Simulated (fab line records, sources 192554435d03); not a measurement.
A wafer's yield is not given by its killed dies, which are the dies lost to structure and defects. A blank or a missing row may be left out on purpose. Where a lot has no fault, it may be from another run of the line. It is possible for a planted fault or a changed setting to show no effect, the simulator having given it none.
fab line records ; flow n5-finfet ; part 1 of 2: steps 1 to 17 of 26
[record] lots = 5; wafers = 15; last-day = 17
route steps=1938 shown BEOL_M1@765
lots that met no fault: from a run of the same line without faults
start-h: the number of hours between the record's first day and the start of the first shown wafer of the lot ; wait-h: hours elapsed since this lot's preceding step ; " as in the row above ; L1.1+2: a single row standing in for several wafers ; - no value, or no start was given ; * or withheld: withheld ; < > ~ a bound
route shown NAME@n: names a module that has steps shown in the file, with the first one's number in the route ; usual: average and standard deviation across the fault-free wafers ; same: alike in all rows ; chamber/n: place in a boat ; sites: readings site by site ; _std_site: standard deviation across them ; _edge_site: the outer-site mean with the inner-site mean subtracted ; radius-mm: how far each site lies from the wafer's centre ; mask NAME#n: copy n ; behind: tool/chamber where the wafer was last shaped ; hold: why the lot was held/for how many hours/how that ended ; device: whichever transistor did not switch (one of n, p or np) ; end of line: the route-end tests of the same wafers ; where a step has no rows: the recipe by itself ; killed: count of dies lost to structure and defects at first sort (not the wafer's yield) ; map: dies across one wafer; x = killed, . = not, _ = none there
set.NAME: setting as actually run; set.NAME@STEP: the setting as run at that earlier step ; model.NAME: the simulator's own value behind a step, which no gauge read
lots at selected steps of the route; one table per step, one row per wafer
services: when a tool's chamber went out of use (start-h, in hours from the record's first day, below 0 if earlier), for how many hours, and the reason
[[steps]]
[step N5_BEOL_M1_OVL_MEAS_12]
[recipe] points-per-wafer = 522
[usual] M1_OVL = -0.3/0.64
lot.wafer;tool;chamber;start-h;wait-h;M1_OVL[nm]
L077.2;overlay-01;0;137.19;0.0;-0.6
L077.4;overlay-01;0;137.19;0.0;0.5
L077.6;overlay-01;0;137.19;0.0;-0.7
L082.1;overlay-02;0;168.20;0.0;-0.6
L082.4;overlay-02;0;168.20;0.0;-1.0
L082.6;overlay-02;0;168.20;0.0;-0.7
L084.2;overlay-02;0;180.50;0.0;-1.6
L084.4;overlay-02;0;180.50;0.0;-1.4
L084.5;overlay-02;0;180.50;0.0;-1.5
L089.2;overlay-02;0;211.30;0.0;0.1
L089.5;overlay-02;0;211.30;0.0;-0.2
L089.6;overlay-02;0;211.30;0.0;-0.4
L091.1;overlay-01;0;222.56;0.0;-0.9
L091.2;overlay-01;0;222.56;0.0;-0.5
L091.4;overlay-01;0;222.56;0.0;-0.3
[step N5_BEOL_M1_INSPECT_13]
[recipe] mode = adi; inspect-instrument = brightfield
[usual] raw-defect-count = 445/120
lot.wafer;tool;chamber;start-h;wait-h;raw-defect-count
L077.2;defect-inspect-02;-;137.24;0.0;393
L077.4;defect-inspect-02;-;137.24;0.0;427
L077.6;defect-inspect-02;-;137.24;0.0;566
L082.1;defect-inspect-01;-;168.26;0.1;267
L082.4;defect-inspect-01;-;168.26;0.1;360
L082.6;defect-inspect-01;-;168.26;0.1;306
L084.2;defect-inspect-02;-;180.56;0.0;302
L084.4;defect-inspect-02;-;180.56;0.0;366
L084.5;defect-inspect-02;-;180.56;0.0;287
L089.2;defect-inspect-01;-;211.35;0.0;322
L089.5;defect-inspect-01;-;211.35;0.0;419
L089.6;defect-inspect-01;-;211.35;0.0;473
L091.1;defect-inspect-01;-;222.62;0.1;364
L091.2;defect-inspect-01;-;222.62;0.1;338
L091.4;defect-inspect-01;-;222.62;0.1;289
[step N5_BEOL_M1_DESCUM_16]
[recipe] chemistry = O2; time-s = 7; source-power-w = 50; bias-power-w = 20; pressure-mtorr = 20; rf-frequency-hz = 2.712e+07; temp-c = 40; resist = CAR-EUV; o2-flow-sccm = 225
[usual] bias-power-w = 20.00/0.057; chamber-pressure-mTorr = 20.003/0.02; drypump-motor-current-A = 5.6/0.47; oes-product-au = 0.79/0.063; rf-vpp-V = 243.1/1.4; showerhead-plenum-p-Torr = 2.09/0.066; throttle-valve-pct = 20.33/0.18
lot.wafer;tool;chamber;start-h;wait-h;bias-power-w;chamber-pressure-mTorr;drypump-motor-current-A;oes-product-au;rf-hours-counter-h;rf-vpp-V;showerhead-plenum-p-Torr;throttle-valve-pct
L077.2;rie-diel-05;0;137.28;0.0;20.03;19.996;5.6;0.72;192;242.2;2.09;20.60
L077.4;rie-diel-05;2;137.28;0.0;19.98;20.009;4.9;0.89;-;244.8;2.13;20.21
L077.6;rie-diel-05;3;137.28;0.0;20.00;20.003;6.1;0.79;-;242.6;2.12;20.43
L082.1;rie-diel-05;0;168.29;0.0;19.93;19.991;5.6;0.71;202;244.6;2.08;20.61
L082.4;rie-diel-05;2;168.29;0.0;19.86;19.975;4.8;0.86;-;243.1;2.13;20.22
L082.6;rie-diel-05;0;168.29;0.0;19.95;20.003;5.5;0.71;-;243.1;2.08;20.64
L084.2;rie-diel-05;3;180.59;0.0;19.95;20.018;6.1;0.76;147;242.3;2.11;20.44
L084.4;rie-diel-05;0;180.59;0.0;19.92;20.013;5.6;0.71;205;242.2;2.08;20.63
L084.5;rie-diel-05;0;180.59;0.0;19.97;20.003;5.6;0.71;-;242.6;2.08;20.62
L089.2;rie-diel-03;0;211.75;0.4;20.12;19.994;5.5;0.76;174;240.9;2.09;20.30
L089.5;rie-diel-03;1;211.75;0.4;20.03;20.008;5.4;0.87;-;241.8;2.03;20.13
L089.6;rie-diel-03;0;211.75;0.4;20.06;20.001;5.5;0.76;-;243.1;2.09;20.31
L091.1;rie-diel-06;2;222.65;0.0;20.02;20.005;6.0;0.76;122;243.5;2.12;20.74
L091.2;rie-diel-06;3;222.65;0.0;20.01;20.008;5.7;0.74;169;243.8;2.15;20.29
L091.4;rie-diel-06;1;222.65;0.0;20.09;20.006;5.5;0.78;131;241.6;1.93;20.48
[step N5_BEOL_M1_ETCH_74]
[recipe] chemistry = N2/H2; target = underlayer; target-depth-a = 65; mask-material = CAR-EUV; time-s = 5.2; ion-energy-ev = 200; pressure-mtorr = 30; source-w = 840; bias-w = 150; n2-flow-sccm = 200; h2-flow-sccm = 200; ends = cleared
[usual] chamber-pressure-mTorr = 30.00/0.04; drypump-motor-current-A = 5.6/0.47; etch-rf-on-time-s = 5.17/0.13; h2-flow-sccm = 200.0/0.57; oes-product-au = 0.68/0.053; rf-vpp-V = 523.9/2.5; showerhead-plenum-p-Torr = 2.54/0.081; throttle-valve-pct = 17.76/0.22
lot.wafer;tool;chamber;start-h;wait-h;chamber-pressure-mTorr;drypump-motor-current-A;etch-rf-on-time-s;h2-flow-sccm;oes-product-au;rf-hours-counter-h;rf-vpp-V;showerhead-plenum-p-Torr;throttle-valve-pct
L077.2;rie-diel-05;0;137.31;0.0;29.98;5.6;5.32;199.4;0.62;192;523.9;2.52;17.96
L077.4;rie-diel-05;2;137.31;0.0;30.03;4.8;5.13;200.6;0.77;-;527.0;2.59;17.52
L077.6;rie-diel-05;3;137.31;0.0;29.99;6.1;5.22;199.2;0.67;-;525.0;2.56;17.90
L082.1;rie-diel-05;0;168.33;0.0;29.93;5.6;5.25;199.3;0.61;202;523.8;2.52;17.96
L082.4;rie-diel-05;2;168.33;0.0;30.05;4.8;5.11;200.7;0.75;-;525.9;2.59;17.56
L082.6;rie-diel-05;0;168.33;0.0;30.03;5.6;5.26;199.9;0.61;-;522.5;2.52;17.94
L084.2;rie-diel-05;3;180.63;0.0;30.07;6.1;5.19;200.1;0.65;147;522.9;2.55;17.90
L084.4;rie-diel-05;0;180.63;0.0;29.98;5.6;5.33;200.9;0.60;205;521.8;2.51;17.97
L084.5;rie-diel-05;0;180.63;0.0;29.96;5.6;5.30;200.1;0.60;-;523.4;2.51;17.97
L089.2;rie-diel-03;0;211.79;0.0;30.09;5.5;5.12;200.5;0.63;174;524.4;2.54;17.75
L089.5;rie-diel-03;1;211.79;0.0;30.01;5.4;4.95;200.1;0.75;-;523.5;2.46;17.40
L089.6;rie-diel-03;0;211.79;0.0;29.99;5.5;5.15;200.3;0.64;-;524.3;2.54;17.70
L091.1;rie-diel-06;2;222.69;0.0;30.03;6.0;5.17;200.3;0.66;122;525.8;2.56;18.17
L091.2;rie-diel-06;3;222.69;0.0;30.00;5.7;5.27;199.1;0.63;169;527.6;2.63;17.77
L091.4;rie-diel-06;1;222.69;0.0;29.96;5.6;4.98;198.4;0.68;132;519.2;2.36;18.10
[step N5_BEOL_M1_ETCH_63]
[recipe] chemistry = CF4; target = SiARC; target-depth-a = 156; mask-material = CAR-EUV; time-s = 26; ion-energy-ev = 80; pressure-mtorr = 40; source-w = 545; bias-w = 36; Ar_flow_sccm = 100; cf4-flow-sccm = 100; ends = cleared
[usual] chamber-pressure-mTorr = 40.00/0.034; drypump-motor-current-A = 5.6/0.47; etch-rf-on-time-s = 25.9/0.62; oes-product-au = 0.68/0.054; rf-vpp-V = 184.1/1.2; showerhead-plenum-p-Torr = 2.14/0.066; throttle-valve-pct = 15.54/0.15
lot.wafer;tool;chamber;start-h;wait-h;chamber-pressure-mTorr;drypump-motor-current-A;etch-rf-on-time-s;oes-product-au;rf-hours-counter-h;rf-vpp-V;showerhead-plenum-p-Torr;throttle-valve-pct
L077.2;rie-diel-05;0;137.33;0.0;40.02;5.6;26.3;0.62;192;184.0;2.13;15.76
L077.4;rie-diel-05;2;137.33;0.0;39.93;4.8;26.1;0.76;-;185.4;2.19;15.45
L077.6;rie-diel-05;3;137.33;0.0;39.93;6.1;26.3;0.67;-;184.0;2.14;15.47
L082.1;rie-diel-05;0;168.34;0.0;39.98;5.6;26.4;0.61;202;185.0;2.13;15.79
L082.4;rie-diel-05;2;168.34;0.0;40.06;4.8;26.2;0.75;-;184.2;2.19;15.48
L082.6;rie-diel-05;0;168.34;0.0;39.92;5.6;26.6;0.60;-;183.4;2.13;15.79
L084.2;rie-diel-05;3;180.64;0.0;40.03;6.1;26.6;0.66;147;183.8;2.13;15.49
L084.4;rie-diel-05;0;180.64;0.0;40.04;5.6;26.4;0.61;205;184.0;2.13;15.80
L084.5;rie-diel-05;0;180.64;0.0;39.99;5.6;26.4;0.61;-;184.7;2.13;15.78
L089.2;rie-diel-03;0;211.81;0.0;39.92;5.5;25.7;0.64;174;183.6;2.13;15.49
L089.5;rie-diel-03;1;211.81;0.0;40.00;5.4;24.9;0.75;-;184.7;2.09;15.38
L089.6;rie-diel-03;0;211.81;0.0;40.00;5.4;25.7;0.64;-;184.8;2.13;15.50
L091.1;rie-diel-06;2;222.70;0.0;40.02;6.0;26.0;0.65;122;184.8;2.16;15.80
L091.2;rie-diel-06;3;222.70;0.0;40.02;5.7;26.4;0.63;169;185.2;2.22;15.64
L091.4;rie-diel-06;1;222.70;0.0;39.98;5.6;25.1;0.68;132;181.5;1.99;15.73
[step N5_BEOL_M1_ETCH_64]
[recipe] chemistry = N2/H2; target = SOC; target-depth-a = 750; overetch-a = 150; mask-material = SiARC; temp-c = 40; time-s = 112.5; ion-energy-ev = 200; pressure-mtorr = 30; source-w = 840; bias-w = 150; n2-flow-sccm = 200; h2-flow-sccm = 200
[usual] chamber-pressure-mTorr = 29.997/0.027; drypump-motor-current-A = 5.6/0.47; h2-flow-sccm = 199.9/0.61; oes-product-au = 0.63/0.046; rf-vpp-V = 523.8/2.5; showerhead-plenum-p-Torr = 2.54/0.081; throttle-valve-pct = 17.72/0.22
lot.wafer;tool;chamber;start-h;wait-h;chamber-pressure-mTorr;drypump-motor-current-A;h2-flow-sccm;oes-product-au;rf-hours-counter-h;rf-vpp-V;showerhead-plenum-p-Torr;throttle-valve-pct
L077.2;rie-diel-05;2;137.36;0.0;29.972;4.8;199.4;0.71;34;526.9;2.59;17.48
L077.4;rie-diel-05;0;137.36;0.0;30.032;5.6;199.9;0.58;-;522.8;2.52;17.92
L077.6;rie-diel-05;3;137.36;0.0;29.946;6.1;200.4;0.62;-;523.8;2.56;17.86
L082.1;rie-diel-05;0;168.37;0.0;29.930;5.6;200.0;0.57;202;523.3;2.52;17.93
L082.4;rie-diel-05;2;168.37;0.0;29.934;4.9;200.3;0.68;-;524.2;2.59;17.52
L082.6;rie-diel-05;0;168.37;0.0;30.009;5.6;201.2;0.57;-;523.4;2.52;17.93
L084.2;rie-diel-05;3;180.67;0.0;29.988;6.1;199.4;0.62;147;524.2;2.55;17.88
L084.4;rie-diel-05;0;180.67;0.0;29.968;5.6;200.1;0.57;205;523.6;2.51;17.94
L084.5;rie-diel-05;0;180.67;0.0;29.960;5.6;199.6;0.57;-;522.9;2.51;17.94
L089.2;rie-diel-03;0;211.83;0.0;30.013;5.5;199.7;0.59;174;523.5;2.54;17.67
L089.5;rie-diel-03;1;211.83;0.0;30.024;5.4;200.8;0.67;-;522.8;2.46;17.37
L089.6;rie-diel-03;0;211.83;0.0;29.941;5.5;200.2;0.59;-;522.5;2.54;17.68
L091.1;rie-diel-06;2;222.73;0.0;30.020;6.0;201.0;0.61;122;523.5;2.56;18.15
L091.2;rie-diel-06;3;222.73;0.0;29.986;5.7;201.3;0.58;169;527.3;2.63;17.72
L091.4;rie-diel-06;1;222.73;0.0;29.995;5.5;201.4;0.62;132;517.6;2.36;18.08
[step N5_BEOL_M1_STRIP_65]
[recipe] chemistry = N2/H2; temp-c = 40; n2-flow-sccm = 200; h2-flow-sccm = 200; rf-frequency-hz = 6e+07
lot.wafer;tool;chamber;start-h;wait-h
L077.2+4+6;rie-diel-05;3;137.46;0.1
L082.1+4+6;rie-diel-05;0,2,0;168.48;0.1
L084.2+4+5;rie-diel-05;3,0,0;180.78;0.1
L089.2+5+6;rie-diel-03;0,1,0;211.94;0.1
L091.1+2+4;rie-diel-06;2,3,1;222.84;0.1
[step N5_BEOL_M1_STRIP_75]
[recipe] chemistry = N2/H2; temp-c = 40; n2-flow-sccm = 200; h2-flow-sccm = 200; rf-frequency-hz = 6e+07
lot.wafer;tool;chamber;start-h;wait-h
L077.2+4+6;rie-diel-05;3;137.48;0.0
L082.1+4+6;rie-diel-05;0,2,0;168.49;0.0
L084.2+4+5;rie-diel-05;3,0,0;180.79;0.0
L089.2+5+6;rie-diel-03;0,1,0;211.95;0.0
L091.1+2+4;rie-diel-06;2,3,1;222.85;0.0
[step N5_BEOL_M1_STRIP_66]
[recipe] chemistry = CF4; resist = SiARC; power-w = 300; bias-power-w = 75; pressure-mtorr = 50; cf4-flow-sccm = 150; rf-frequency-hz = 6e+07
[usual] bias-power-w = 74.99/0.23; chamber-pressure-mTorr = 50.02/0.23; drypump-motor-current-A = 5.6/0.48; oes-product-au = 0.78/0.057; rf-vpp-V = 271.0/1.3; showerhead-plenum-p-Torr = 1.79/0.054; throttle-valve-pct = 13.51/0.16
lot.wafer;tool;chamber;start-h;wait-h;bias-power-w;chamber-pressure-mTorr;drypump-motor-current-A;oes-product-au;rf-hours-counter-h;rf-vpp-V;showerhead-plenum-p-Torr;throttle-valve-pct
L077.2;rie-diel-05;3;137.49;0.0;75.19;50.00;6.1;0.77;133;269.7;1.78;13.44
L077.4;rie-diel-05;3;137.49;0.0;75.15;50.05;6.1;0.78;-;271.7;1.78;13.44
L077.6;rie-diel-05;3;137.49;0.0;74.88;50.00;6.1;0.78;-;271.5;1.78;13.44
L082.1;rie-diel-05;0;168.50;0.0;75.13;49.98;5.6;0.72;202;270.6;1.79;13.81
L082.4;rie-diel-05;2;168.50;0.0;74.99;49.94;4.9;0.87;-;272.9;1.83;13.39
L082.6;rie-diel-05;0;168.50;0.0;74.93;50.01;5.6;0.72;-;269.7;1.79;13.80
L084.2;rie-diel-05;3;180.80;0.0;75.23;50.02;6.1;0.76;147;270.9;1.78;13.48
L084.4;rie-diel-05;0;180.80;0.0;75.23;50.08;5.6;0.72;205;271.5;1.79;13.81
L084.5;rie-diel-05;0;180.80;0.0;75.19;50.04;5.6;0.71;-;271.1;1.79;13.82
L089.2;rie-diel-03;0;211.96;0.0;74.44;49.95;5.4;0.74;174;271.3;1.79;13.52
L089.5;rie-diel-03;1;211.96;0.0;74.75;50.02;5.4;0.85;-;269.9;1.75;13.30
L089.6;rie-diel-03;0;211.96;0.0;74.55;49.98;5.5;0.74;-;270.6;1.79;13.51
L091.1;rie-diel-06;2;222.86;0.0;75.09;50.08;6.1;0.76;122;269.8;1.80;13.73
L091.2;rie-diel-06;3;222.86;0.0;75.01;50.02;5.7;0.74;169;271.5;1.86;13.58
L091.4;rie-diel-06;1;222.86;0.0;75.18;49.95;5.5;0.77;132;269.0;1.68;13.74
[step N5_BEOL_M1_HM_OPEN_17]
[recipe] chemistry = Cl2/BCl3; target-depth-a = 200; overetch-a = 60; target = TiN; mask-material = SOC; ion-energy-ev = 150; pressure-mtorr = 10; icp-w = 1000; bias-w = 126; Cl2_flow_sccm = 53.25; bcl3-flow-sccm = 21.75; Ar_flow_sccm = 25
[usual] chamber-pressure-mTorr = 10.001/0.0093; drypump-motor-current-A = 5.5/0.35; oes-product-au = 0.63/0.093; throttle-valve-pct = 22.19/0.22
lot.wafer;tool;chamber;start-h;wait-h;chamber-pressure-mTorr;drypump-motor-current-A;oes-product-au;rf-hours-counter-h;throttle-valve-pct
L077.2;rie-metal-01;0;137.54;0.0;10.001;6.0;0.53;112;22.21
L077.4;rie-metal-01;0;137.54;0.0;10.006;6.0;0.53;-;22.20
L077.6;rie-metal-01;0;137.54;0.0;10.003;6.0;0.53;-;22.21
L082.1;rie-metal-02;0;168.54;0.0;10.006;5.2;0.73;18;21.89
L082.4;rie-metal-02;1;168.54;0.0;10.000;5.5;0.58;-;21.91
L082.6;rie-metal-02;1;168.54;0.0;10.016;5.5;0.58;-;21.93
L084.2;rie-metal-03;1;180.84;0.0;10.016;5.5;0.79;3;22.05
L084.4;rie-metal-03;1;180.84;0.0;10.009;5.5;0.79;-;22.03
L084.5;rie-metal-03;1;180.84;0.0;10.003;5.5;0.80;-;22.04
L089.2;rie-metal-01;1;212.00;0.0;9.986;5.2;0.60;71;22.45
L089.5;rie-metal-01;1;212.00;0.0;9.996;5.2;0.60;-;22.45
L089.6;rie-metal-01;0;212.00;0.0;9.995;6.0;0.52;-;22.24
L091.1;rie-metal-03;0;222.90;0.0;9.994;6.0;0.62;65;22.33
L091.2;rie-metal-03;1;222.90;0.0;10.011;5.5;0.77;6;22.06
L091.4;rie-metal-03;1;222.90;0.0;9.997;5.5;0.76;-;22.06
[step N5_BEOL_M1_STRIP_19]
[recipe] chemistry = O2; power-w = 400; temp-c = 40; pressure-mtorr = 30; rf-frequency-hz = 6e+07; bias-power-w = 0; overash-fraction = 0.2; o2-flow-sccm = 225
[usual] chamber-pressure-mTorr = 30.000/0.026; drypump-motor-current-A = 5.7/0.45; oes-product-au = 0.79/0.062; rf-vpp-V = 3.7/0.42; showerhead-plenum-p-Torr = 2.10/0.07; throttle-valve-pct = 16.61/0.18
[same] bias-power-w = 0; overash-fraction = 0.2
lot.wafer;tool;chamber;start-h;wait-h;chamber-pressure-mTorr;drypump-motor-current-A;oes-product-au;rf-hours-counter-h;rf-vpp-V;showerhead-plenum-p-Torr;throttle-valve-pct
L077.2;rie-diel-05;2;137.81;0.2;29.992;4.8;0.89;34;4.3;2.14;16.44
L077.4;rie-diel-05;3;137.81;0.2;29.989;6.1;0.79;-;3.6;2.12;16.67
L077.6;rie-diel-05;3;137.81;0.2;29.991;6.1;0.79;-;3.6;2.12;16.68
L082.1;rie-diel-05;2;168.65;0.1;29.969;4.8;0.86;46;3.7;2.13;16.48
L082.4;rie-diel-05;1;168.65;0.1;30.049;6.5;0.98;0;3.8;2.06;16.40
L082.6;rie-diel-05;2;168.65;0.1;29.956;4.8;0.86;-;3.0;2.13;16.46
L084.2;rie-diel-03;1;180.95;0.1;30.015;5.4;0.90;39;3.4;2.04;16.35
L084.4;rie-diel-03;2;180.95;0.1;30.015;6.1;0.76;166;4.0;2.00;16.35
L084.5;rie-diel-03;1;180.95;0.1;29.982;5.4;0.89;-;3.6;2.04;16.36
L089.2;rie-diel-06;0;212.11;0.1;30.002;5.9;0.73;173;3.2;2.17;16.50
L089.5;rie-diel-06;3;212.11;0.1;30.000;5.7;0.74;-;3.8;2.16;16.56
L089.6;rie-diel-06;0;212.11;0.1;30.023;5.9;0.73;-;3.8;2.17;16.52
L091.1;rie-diel-05;1;223.01;0.1;29.980;6.5;0.89;16;3.8;2.06;16.44
L091.2;rie-diel-05;0;223.01;0.1;30.008;5.6;0.69;217;4.0;2.08;16.88
L091.4;rie-diel-05;3;223.01;0.1;30.023;6.1;0.76;162;3.6;2.11;16.72
[step N5_BEOL_M1_CD_MEAS_18]
[recipe] pitch-nm = 36; target-cd-nm = 18
[usual] cd-nm = 18.0/0.32
lot.wafer;tool;chamber;start-h;wait-h;cd-nm
L077.2;cd-sem-01;-;137.90;0.1;17.6
L077.4;cd-sem-01;-;137.90;0.1;18.2
L077.6;cd-sem-01;-;137.90;0.1;17.8
L082.1;cd-sem-02;-;168.72;0.0;18.1
L082.4;cd-sem-02;-;168.72;0.0;18.2
L082.6;cd-sem-02;-;168.72;0.0;18.1
L084.2;cd-sem-02;-;181.02;0.1;17.5
L084.4;cd-sem-02;-;181.02;0.1;18.0
L084.5;cd-sem-02;-;181.02;0.1;18.4
L089.2;cd-sem-03;-;212.18;0.1;18.0
L089.5;cd-sem-03;-;212.18;0.1;18.4
L089.6;cd-sem-03;-;212.18;0.1;17.9
L091.1;cd-sem-01;-;223.08;0.0;18.5
L091.2;cd-sem-01;-;223.08;0.0;17.8
L091.4;cd-sem-01;-;223.08;0.0;18.4
[step N5_BEOL_M1_COAT_67]
[recipe] resist = SOC; temp-c = 250; time-s = 60; spin-rpm = 1500; resist-thk-nm = 60
[usual] spin-speed-rpm = 1500.1/0.85
lot.wafer;tool;chamber;start-h;wait-h;spin-speed-rpm
L077.2;litho-track-02;0;137.94;0.0;1500.2
L077.4;litho-track-02;0;137.94;0.0;1499.8
L077.6;litho-track-02;0;137.94;0.0;1500.4
L082.1;litho-track-02;0;168.76;0.0;1499.9
L082.4;litho-track-02;0;168.76;0.0;1502.0
L082.6;litho-track-02;0;168.76;0.0;1500.2
L084.2;litho-track-05;0;181.06;0.0;1499.8
L084.4;litho-track-05;0;181.06;0.0;1500.0
L084.5;litho-track-05;0;181.06;0.0;1501.3
L089.2;litho-track-05;0;212.22;0.0;1500.9
L089.5;litho-track-05;0;212.22;0.0;1501.7
L089.6;litho-track-05;0;212.22;0.0;1499.1
L091.1;litho-track-05;0;223.12;0.0;1501.2
L091.2;litho-track-05;0;223.12;0.0;1499.0
L091.4;litho-track-05;0;223.12;0.0;1500.2
[step N5_BEOL_M1_COAT_68]
[recipe] resist = SiARC; temp-c = 220; time-s = 60; spin-rpm = 1500; resist-thk-nm = 12
[usual] spin-speed-rpm = 1499.8/0.78
lot.wafer;tool;chamber;start-h;wait-h;spin-speed-rpm
L077.2;litho-track-02;0;-;-;1500.3
L077.4;litho-track-02;0;-;-;1499.8
L077.6;litho-track-02;0;-;-;1500.0
L082.1;litho-track-02;0;-;-;1500.7
L082.4;litho-track-02;0;-;-;1498.2
L082.6;litho-track-02;0;-;-;1499.3
L084.2;litho-track-05;0;-;-;1499.5
L084.4;litho-track-05;0;-;-;1499.4
L084.5;litho-track-05;0;-;-;1499.6
L089.2;litho-track-05;0;-;-;1499.8
L089.5;litho-track-05;0;-;-;1500.3
L089.6;litho-track-05;0;-;-;1500.0
L091.1;litho-track-05;0;-;-;1499.1
L091.2;litho-track-05;0;-;-;1499.0
L091.4;litho-track-05;0;-;-;1499.2
[step N5_BEOL_M1_COAT_76]
[recipe] resist = underlayer; temp-c = 205; time-s = 60; spin-rpm = 1500; resist-thk-nm = 5
[usual] spin-speed-rpm = 1500.0/0.87
lot.wafer;tool;chamber;start-h;wait-h;spin-speed-rpm
L077.2;litho-track-02;0;-;-;1500.1
L077.4;litho-track-02;0;-;-;1499.9
L077.6;litho-track-02;0;-;-;1499.5
L082.1;litho-track-02;0;-;-;1498.2
L082.4;litho-track-02;0;-;-;1499.0
L082.6;litho-track-02;0;-;-;1500.0
L084.2;litho-track-05;0;-;-;1498.8
L084.4;litho-track-05;0;-;-;1499.3
L084.5;litho-track-05;0;-;-;1500.6
L089.2;litho-track-05;0;-;-;1500.0
L089.5;litho-track-05;0;-;-;1500.7
L089.6;litho-track-05;0;-;-;1499.3
L091.1;litho-track-05;0;-;-;1499.7
L091.2;litho-track-05;0;-;-;1499.2
L091.4;litho-track-05;0;-;-;1500.8
[step N5_BEOL_M1_COAT_22]
[recipe] resist = CAR-EUV; spin-rpm = 1500; resist-thk-nm = 30
[usual] spin-speed-rpm = 1499.9/0.77
lot.wafer;tool;chamber;start-h;wait-h;spin-speed-rpm
L077.2;litho-track-02;0;-;-;1500.5
L077.4;litho-track-02;0;-;-;1500.9
L077.6;litho-track-02;0;-;-;1498.9
L082.1;litho-track-02;0;-;-;1501.1
L082.4;litho-track-02;0;-;-;1500.5
L082.6;litho-track-02;0;-;-;1500.1
L084.2;litho-track-05;0;-;-;1499.1
L084.4;litho-track-05;0;-;-;1500.1
L084.5;litho-track-05;0;-;-;1500.5
L089.2;litho-track-05;0;-;-;1499.3
L089.5;litho-track-05;0;-;-;1499.2
L089.6;litho-track-05;0;-;-;1498.3
L091.1;litho-track-05;0;-;-;1500.3
L091.2;litho-track-05;0;-;-;1500.0
L091.4;litho-track-05;0;-;-;1500.4
[step N5_BEOL_M1_EBR_24]
[recipe] solvent = PGMEA; ebr-width-mm = 1.5
[same] ebr-width-mm = 1.5
lot.wafer;tool;chamber;start-h;wait-h
L077.2+4+6;litho-track-02;0;-;-
L082.1+4+6;litho-track-02;0;-;-
L084.2+4+5;litho-track-05;0;-;-
L089.2+5+6;litho-track-05;0;-;-
L091.1+2+4;litho-track-05;0;-;-
